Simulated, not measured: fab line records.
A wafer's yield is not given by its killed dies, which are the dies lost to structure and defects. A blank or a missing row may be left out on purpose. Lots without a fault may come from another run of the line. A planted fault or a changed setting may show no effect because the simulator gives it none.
Chamber matching | flow n5-finfet | 3 sister chambers for N5_BEOL_M9_DEP_56 on pecvd-01
The step deposits SiCN from 3MS/NH3, target thk 15 nm, time 26.5 s. 3 wafers are shown with their chamber, then 7 later ones without.

EACH WAFER AND ITS CHAMBER
wafer  | chamber | showerhead-vpp-V (V)
L085.6 | 1       | 864
L091.2 | 2       | 837
L091.5 | 0       | 801

WAFERS MISSING THEIR CHAMBER
wafer  | showerhead-vpp-V (V)
L091.6 | 871
L094.2 | 798
L094.3 | 836
L094.5 | 869
L093.2 | 842
L093.3 | 805
L093.6 | 803

THE CHAMBER EACH PASSED THROUGH
wafer  | from the rows above | in truth
L091.6 | 1                   | 1
L094.2 | 0                   | 0
L094.3 | 2                   | 2
L094.5 | 1                   | 1
L093.2 | 2                   | 2
L093.3 | 0                   | 0
L093.6 | 0                   | 0
7 of 7 placed correctly. Not placeable from these rows: 0. Wrongly placed: 0.
How it was worked out, from the rows above alone: a wafer's distance from a chamber is the root of the sum, over the readings, of the square of ((its reading less the chamber's mean) divided by the reading's scatter). If the next closest chamber is less than 2 further off than the closest, the wafer can't be placed; otherwise it belongs to the closest. The mean given for a chamber averages the wafers shown for that chamber. The scatter: with one shown wafer a chamber, the root of the mean of the squares of how far each hidden wafer lies from its nearest shown one.
